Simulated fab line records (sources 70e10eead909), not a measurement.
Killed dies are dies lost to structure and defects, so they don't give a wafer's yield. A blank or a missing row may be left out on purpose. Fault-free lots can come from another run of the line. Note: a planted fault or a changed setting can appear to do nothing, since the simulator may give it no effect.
fab line records ; flow nand_harc
record lots=12; wafers=36; last_day=32
route steps=1302 shown A_WL_FILL@975 A_CONTACT@985
lots that met no fault: taken from a fault-free run of the same line
start_h: hours from the record's first day to the start of the lot's first wafer shown ; wait_h: hours from the lot's prior step to this one ; " as in the row above ; L1.1+2: a row that stands for several wafers ; - no value, or no start given ; * or withheld: withheld ; < > ~ a bound
route shown NAME@n: a module of which the file shows steps, and the number in the route of the first ; usual: mean/standard deviation of fault-free wafers ; same: alike in all rows ; chamber/n: place in a boat ; sites: the reading at each site ; _std_site: standard deviation of those values ; _edge_site: inner sites' mean taken away from outer sites' mean ; radius_mm: for every site, how far away it sits from the centre of the wafer ; mask NAME#n: copy n ; behind: the last tool/chamber to shape the wafer ; hold: the reason the lot was held/the length of the hold in hours/how it ended ; device: whichever transistor did not switch (one of n, p or np) ; end of line: tests run on the same wafers once the route is complete ; a step given without rows: its recipe and nothing more ; killed: count of dies lost to structure and defects at first sort (not the wafer's yield) ; map: a wafer's dies, marking killed ones x, the rest . and places with no die _
set.NAME: the setting that was run; set.NAME@STEP: the one run at that earlier step ; model.NAME: the simulator's own value behind a step, which no gauge read
the route's steps for a sample of lots (tables are steps, rows are wafers)
services: from which hour (start_h, from the record's first day; less than 0 if before it) a tool's chamber was out of use, for how many hours, and why
## steps
# step NHARC_A_WL_FILL_ALD_19
# recipe target_thk_a=20; pulse_time_s=3; ald_cycles=100; temp_c=450; material=TiN
# usual heater_power_w=1045/68; precursor_pulse_height_rel=1.001/0.019
lot.wafer;tool;chamber;start_h;wait_h;heater_power_w;precursor_pulse_height_rel
L957.3;ald_metal-03;0;477.73;0.1;939;0.988
L957.6;ald_metal-03;3;477.73;0.1;1104;1.007
L957.5;ald_metal-03;0;477.73;0.1;919;0.991
L958.2;ald_metal-03;2;491.14;0.1;1069;0.984
L958.5;ald_metal-03;2;491.14;0.1;1084;1.003
L958.6;ald_metal-03;3;491.14;0.1;1075;0.995
L961.4;ald_metal-03;3;520.13;0.1;1082;0.961
L961.1;ald_metal-03;0;520.13;0.1;913;0.994
L961.6;ald_metal-03;3;520.13;0.1;1088;0.987
L963.1;ald_metal-02;3;546.58;0.1;975;0.993
L963.3;ald_metal-02;1;546.58;0.1;1043;0.997
L963.2;ald_metal-02;2;546.58;0.1;1002;1.025
L966.2;ald_metal-02;3;556.95;0.1;979;0.971
L966.4;ald_metal-02;1;556.95;0.1;1037;1.004
L966.5;ald_metal-02;3;556.95;0.1;999;1.000
L967.1;ald_metal-04;0;569.62;0.2;1011;0.999
L967.4;ald_metal-04;1;569.62;0.2;1162;0.982
L967.2;ald_metal-04;2;569.62;0.2;1029;1.008
L969.2;ald_metal-02;3;572.51;0.1;1013;1.015
L969.4;ald_metal-02;1;572.51;0.1;1015;1.018
L969.5;ald_metal-02;2;572.51;0.1;981;1.017
L970.3;ald_metal-04;0;628.38;0.1;994;1.008
L970.1;ald_metal-04;1;628.38;0.1;1116;1.000
L970.2;ald_metal-04;3;628.38;0.1;1046;1.016
L973.2;ald_metal-04;2;638.74;0.2;1027;0.993
L973.6;ald_metal-04;3;638.74;0.2;1070;1.026
L973.5;ald_metal-04;0;638.74;0.2;1036;0.999
L976.2;ald_metal-03;2;651.50;0.1;1136;1.017
L976.3;ald_metal-03;3;651.50;0.1;1095;0.991
L976.5;ald_metal-03;1;651.50;0.1;1182;1.014
L975.1;ald_metal-04;0;668.71;0.1;1057;0.986
L975.4;ald_metal-04;1;668.71;0.1;1172;0.966
L975.6;ald_metal-04;3;668.71;0.1;1056;0.988
L978.1;ald_metal-02;0;688.74;0.1;975;1.026
L978.4;ald_metal-02;3;688.74;0.1;982;1.002
L978.5;ald_metal-02;1;688.74;0.1;1047;0.991
# step NHARC_A_CONTACT_DEP_28
# recipe target_thk_a=70000; temp_c=400; material=aC
# usual throttle_valve_pct=34.999/0.0095
lot.wafer;tool;chamber;start_h;wait_h;throttle_valve_pct
L957.3;acl_dep-02;0;480.87;1.7;34.989
L957.5;acl_dep-02;0;482.27;3.1;35.007
L957.6;acl_dep-02;0;482.27;3.1;35.007
L958.2;acl_dep-01;0;496.40;3.7;35.006
L958.5;acl_dep-01;0;498.52;5.8;35.009
L958.6;acl_dep-01;0;498.52;5.8;34.988
L961.1;acl_dep-03;0;521.81;0.2;34.986
L961.4;acl_dep-03;0;523.93;2.3;35.009
L961.6;acl_dep-03;0;525.34;3.7;34.994
L963.1;acl_dep-03;0;548.10;0.1;34.989
L963.2;acl_dep-03;0;548.10;0.1;35.018
L963.3;acl_dep-03;0;548.10;0.1;35.004
L966.2;acl_dep-02;0;559.54;1.1;35.017
L966.4;acl_dep-02;0;560.95;2.6;34.993
L966.5;acl_dep-02;0;560.95;2.6;35.002
L967.1;acl_dep-01;0;573.98;2.6;34.992
L967.2;acl_dep-01;0;573.98;2.6;35.008
L967.4;acl_dep-01;0;576.05;4.7;34.998
L969.2;acl_dep-03;0;578.63;4.7;35.003
L969.4;acl_dep-03;0;580.06;6.1;34.975
L969.5;acl_dep-03;0;580.06;6.1;35.001
L970.1;acl_dep-02;0;629.92;0.1;34.993
L970.2;acl_dep-02;0;629.92;0.1;35.004
L970.3;acl_dep-02;0;629.92;0.1;35.007
L973.2;acl_dep-02;0;643.42;3.1;34.997
L973.5;acl_dep-02;0;645.56;5.3;35.016
L973.6;acl_dep-02;0;645.56;5.3;34.993
L976.2;acl_dep-02;0;654.68;1.7;35.000
L976.3;acl_dep-02;0;654.68;1.7;34.993
L976.5;acl_dep-02;0;656.79;3.8;35.011
L975.1;acl_dep-01;0;677.00;6.7;34.999
L975.4;acl_dep-01;0;679.14;8.8;34.976
L975.6;acl_dep-01;0;680.56;10.2;35.008
L978.1;acl_dep-03;0;690.26;0.1;35.004
L978.4;acl_dep-03;0;692.40;2.2;34.999
L978.5;acl_dep-03;0;692.40;2.2;34.978
# step NHARC_A_CONTACT_EXPOSE_39
# recipe na=1.35; sigma_outer=0.8; dose_mj=58.79; mask_id=A_CC_3
# usual exposure_dose_mJ_cm2=58.71/0.064
lot.wafer;tool;chamber;start_h;wait_h;mask;exposure_dose_mJ_cm2
L957.3;arfi_scanner-02;0;484.29;-;A_CC_3#0;58.83
L957.5;arfi_scanner-02;0;484.29;-;A_CC_3#0;58.81
L957.6;arfi_scanner-02;0;484.29;-;A_CC_3#0;58.84
L958.2;arfi_scanner-02;0;500.54;-;A_CC_3#0;58.72
L958.5;arfi_scanner-02;0;500.54;-;A_CC_3#0;58.66
L958.6;arfi_scanner-02;0;500.54;-;A_CC_3#0;58.71
L961.1;arfi_scanner-03;0;526.65;-;A_CC_3#0;58.70
L961.4;arfi_scanner-03;0;526.65;-;A_CC_3#0;58.66
L961.6;arfi_scanner-03;0;526.65;-;A_CC_3#0;58.76
L963.1;arfi_scanner-03;0;552.95;-;A_CC_3#0;58.71
L963.2;arfi_scanner-03;0;552.95;-;A_CC_3#0;58.71
L963.3;arfi_scanner-03;0;552.95;-;A_CC_3#0;58.71
L966.2;arfi_scanner-03;0;563.55;-;A_CC_3#0;87.53
L966.4;arfi_scanner-03;0;563.55;-;A_CC_3#0;87.43
L966.5;arfi_scanner-03;0;563.55;-;A_CC_3#0;87.46
L967.1;arfi_scanner-03;0;578.86;-;A_CC_3#0;81.75
L967.2;arfi_scanner-03;0;578.86;-;A_CC_3#0;81.72
L967.4;arfi_scanner-03;0;578.86;-;A_CC_3#0;81.75
L969.2;arfi_scanner-02;0;582.81;-;A_CC_3#0;58.71
L969.4;arfi_scanner-02;0;582.81;-;A_CC_3#0;58.79
L969.5;arfi_scanner-02;0;582.81;-;A_CC_3#0;58.67
L970.1;arfi_scanner-02;0;634.67;-;A_CC_3#0;58.73
L970.2;arfi_scanner-02;0;634.67;-;A_CC_3#0;58.76
L970.3;arfi_scanner-02;0;634.67;-;A_CC_3#0;58.78
L973.2;arfi_scanner-02;0;647.59;-;A_CC_3#0;58.69
L973.5;arfi_scanner-02;0;647.59;-;A_CC_3#0;58.73
L973.6;arfi_scanner-02;0;647.59;-;A_CC_3#0;58.80
L976.2;arfi_scanner-01;0;658.81;-;A_CC_3#0;58.76
L976.3;arfi_scanner-01;0;658.81;-;A_CC_3#0;58.86
L976.5;arfi_scanner-01;0;658.81;-;A_CC_3#0;58.72
L975.1;arfi_scanner-02;0;681.88;-;A_CC_3#0;58.78
L975.4;arfi_scanner-02;0;681.88;-;A_CC_3#0;58.68
L975.6;arfi_scanner-02;0;681.88;-;A_CC_3#0;58.66
L978.1;arfi_scanner-01;0;695.01;-;A_CC_3#0;58.67
L978.4;arfi_scanner-01;0;695.01;-;A_CC_3#0;58.74
L978.5;arfi_scanner-01;0;695.01;-;A_CC_3#0;58.77
# step NHARC_A_CONTACT_CD_MEAS_42
# recipe target_cd_nm=300; landing_energy_ev=500
# usual cd_nm=300.0/0.4
lot.wafer;tool;chamber;start_h;wait_h;cd_nm
L957.3;cd_sem-02;0;484.43;-;299.9
L957.5;cd_sem-02;0;484.43;-;299.7
L957.6;cd_sem-02;0;484.43;-;300.2
L958.2;cd_sem-03;0;500.68;-;300.2
L958.5;cd_sem-03;0;500.68;-;300.3
L958.6;cd_sem-03;0;500.68;-;300.2
L961.1;cd_sem-03;0;526.79;-;300.0
L961.4;cd_sem-03;0;526.79;-;300.1
L961.6;cd_sem-03;0;526.79;-;299.4
L963.1;cd_sem-01;0;553.09;-;300.7
L963.2;cd_sem-01;0;553.09;-;299.8
L963.3;cd_sem-01;0;553.09;-;300.0
L966.2;cd_sem-03;0;563.69;-;323.6
L966.4;cd_sem-03;0;563.69;-;323.0
L966.5;cd_sem-03;0;563.69;-;323.6
L967.1;cd_sem-02;0;579.01;-;318.9
L967.2;cd_sem-02;0;579.01;-;318.8
L967.4;cd_sem-02;0;579.01;-;318.2
L969.2;cd_sem-03;0;582.95;-;300.1
L969.4;cd_sem-03;0;582.95;-;300.6
L969.5;cd_sem-03;0;582.95;-;299.9
L970.1;cd_sem-03;0;634.81;-;299.3
L970.2;cd_sem-03;0;634.81;-;300.1
L970.3;cd_sem-03;0;634.81;-;299.7
L973.2;cd_sem-01;0;647.73;-;300.2
L973.5;cd_sem-01;0;647.73;-;299.8
L973.6;cd_sem-01;0;647.73;-;300.1
L976.2;cd_sem-02;0;658.95;-;300.0
L976.3;cd_sem-02;0;658.95;-;299.7
L976.5;cd_sem-02;0;658.95;-;300.1
L975.1;cd_sem-01;0;682.02;-;299.8
L975.4;cd_sem-01;0;682.02;-;300.2
L975.6;cd_sem-01;0;682.02;-;299.7
L978.1;cd_sem-01;0;695.15;-;300.0
L978.4;cd_sem-01;0;695.15;-;300.2
L978.5;cd_sem-01;0;695.15;-;300.4
# step NHARC_A_CONTACT_DESCUM_47
# recipe time_s=3; o2_flow_sccm=200; ar_flow_sccm=0; bias_power_w=0; chemistry=O2
# usual drypump_motor_current_A=5.9/0.41; oes_product_au=0.999/0.0075; rf_vpp_V=57.9/0.94; showerhead_plenum_p_Torr=1.93/0.065; throttle_valve_pct=11.311/0.0089
# same time_s=3
lot.wafer;tool;chamber;start_h;wait_h;drypump_motor_current_A;oes_product_au;rf_hours_counter_h;rf_vpp_V;showerhead_plenum_p_Torr;throttle_valve_pct
L957.3;rie_diel-11;1;484.62;0.1;6.2;0.989;15;59.9;1.99;11.311
L957.6;rie_diel-11;0;484.62;0.1;6.3;0.998;-;58.1;1.97;11.311
L957.5;rie_diel-11;1;484.62;0.1;6.2;0.996;-;58.3;1.99;11.310
L958.2;rie_diel-07;0;500.88;0.1;6.3;0.989;4;59.6;1.82;11.293
L958.5;rie_diel-07;2;500.88;0.1;6.1;1.001;-;56.5;1.94;11.302
L958.6;rie_diel-07;3;500.88;0.1;5.6;0.998;-;59.7;2.01;11.299
L961.4;rie_diel-07;3;526.99;0.1;5.6;0.989;8;57.2;2.01;11.298
L961.1;rie_diel-07;0;526.99;0.1;6.3;0.991;9;56.8;1.82;11.316
L961.6;rie_diel-07;1;526.99;0.1;5.9;0.999;-;58.0;1.99;11.315
L963.3;rie_diel-07;3;553.28;0.1;5.6;1.010;12;59.9;2.01;11.309
L963.2;rie_diel-07;0;553.28;0.1;6.3;0.990;12;57.2;1.82;11.319
L963.1;rie_diel-07;2;553.28;0.1;6.1;0.982;12;57.5;1.94;11.324
L966.4;rie_diel-07;0;563.88;0.1;6.3;1.001;13;56.9;1.82;11.306
L966.2;rie_diel-07;2;563.88;0.1;6.1;1.006;13;58.3;1.94;11.316
L966.5;rie_diel-07;0;563.88;0.1;6.3;1.000;-;56.0;1.82;11.295
L967.2;rie_diel-11;0;579.20;0.1;6.4;1.002;52;57.5;1.96;11.313
L967.1;rie_diel-11;1;579.20;0.1;6.2;0.990;56;57.3;1.98;11.314
L967.4;rie_diel-11;2;579.20;0.1;6.1;1.012;52;59.2;1.95;11.310
L969.2;rie_diel-11;0;583.13;0.1;6.3;1.002;54;58.9;1.96;11.317
L969.4;rie_diel-11;2;583.13;0.1;6.1;1.019;53;58.8;1.95;11.322
L969.5;rie_diel-11;1;583.13;0.1;6.2;1.001;-;59.4;1.98;11.310
L970.3;rie_diel-07;1;635.01;0.1;5.9;1.003;22;58.1;1.98;11.311
L970.1;rie_diel-07;2;635.01;0.1;6.1;1.007;22;57.1;1.93;11.325
L970.2;rie_diel-07;3;635.01;0.1;5.6;1.001;23;58.3;2.01;11.327
L973.2;rie_diel-07;3;647.91;0.1;5.6;0.999;26;57.5;2.01;11.310
L973.5;rie_diel-07;3;647.91;0.1;5.6;0.995;-;57.4;2.01;11.317
L973.6;rie_diel-07;0;647.91;0.1;6.3;1.000;-;57.8;1.82;11.309
L976.3;rie_diel-11;2;659.14;0.1;6.1;1.005;17;58.2;1.94;11.315
L976.2;rie_diel-11;0;659.14;0.1;6.3;1.008;17;57.4;1.95;11.323
L976.5;rie_diel-11;1;659.14;0.1;6.2;1.008;-;58.5;1.97;11.305
L975.4;rie_diel-07;1;682.21;0.1;5.9;1.011;3;57.6;1.98;11.319
L975.1;rie_diel-07;2;682.21;0.1;6.1;0.998;3;57.7;1.93;11.315
L975.6;rie_diel-07;1;682.21;0.1;5.9;1.008;-;58.3;1.98;11.306
L978.1;rie_diel-07;3;695.35;0.1;5.6;1.006;6;58.1;2.00;11.315
L978.4;rie_diel-07;0;695.35;0.1;6.3;0.990;6;56.8;1.81;11.314
L978.5;rie_diel-07;2;695.35;0.1;6.1;0.996;-;57.8;1.93;11.313
## services
tool;chamber;start_h;hours;kind
rie_diel-07;2;467.19;5.8;repair
arfi_scanner-02;-;467.36;0.7;repair
rie_diel-07;-;471.31;9.0;pm
ald_metal-04;-;474.00;10.0;pm
acl_dep-03;-;483.13;13.0;pm
rie_diel-11;2;488.06;1.5;repair
arfi_scanner-02;-;497.19;2.7;repair
arfi_scanner-03;-;504.14;0.7;repair
arfi_scanner-02;-;517.68;4.0;pm
arfi_scanner-03;-;518.30;0.9;repair
arfi_scanner-03;-;540.00;4.0;pm
arfi_scanner-03;-;567.84;1.4;repair
ald_metal-03;-;568.00;10.0;pm
rie_diel-11;3;579.65;3.0;repair
ald_metal-03;1;582.58;2.8;repair
ald_metal-03;-;597.39;1.7;repair
ald_metal-02;1;600.99;22.3;repair
acl_dep-02;-;609.09;13.0;pm
rie_diel-11;-;609.54;9.0;pm
rie_diel-07;-;648.31;9.0;pm
ald_metal-04;-;652.00;10.0;pm
ald_metal-03;2;653.93;13.5;repair
acl_dep-03;-;664.18;13.0;pm
arfi_scanner-02;-;687.26;5.7;repair
## key
first_sign step=NHARC_A_CONTACT_EXPOSE_39; reading=exposure_dose_mJ_cm2; direction=up; sigmas=99+; usual=58.71; struck=84.61
effect step=NHARC_A_CONTACT_CD_MEAS_42; reading=cd_nm; direction=up; sigmas=52; usual=300.0; struck=321.0; through=control_loop
met_at NHARC_A_CONTACT_EXPOSE_39
struck_lots L966,L967
tester_left_out L966,L967
loop_trim step=NHARC_A_CONTACT_EXPOSE_39; setting=dose; lots=L967
not_acting_at NHARC_A_WL_FILL_ALD_19,NHARC_A_CONTACT_DEP_28,NHARC_A_CONTACT_DESCUM_47
onset_between 552.95 563.55
fault kind=process_parameter_drift; tool=arfi_scanner-03; chamber=-; onset_h=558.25; steps=NHARC_A_CONTACT_EXPOSE_39; channel=dose_mj; offset=28.838; shape=step; acts_in=these_recipes_only; stated=58.79
# tester_left_out: of these lots the tester's yield and bins aren't shown, on N5 and GAA mostly nor the transistor test; their killed dies are dies lost to structure and defects alone, not to doping, threshold or leakage, so they don't give the yield
# loop_trim: a control loop set the setting to another value than it would have without faults
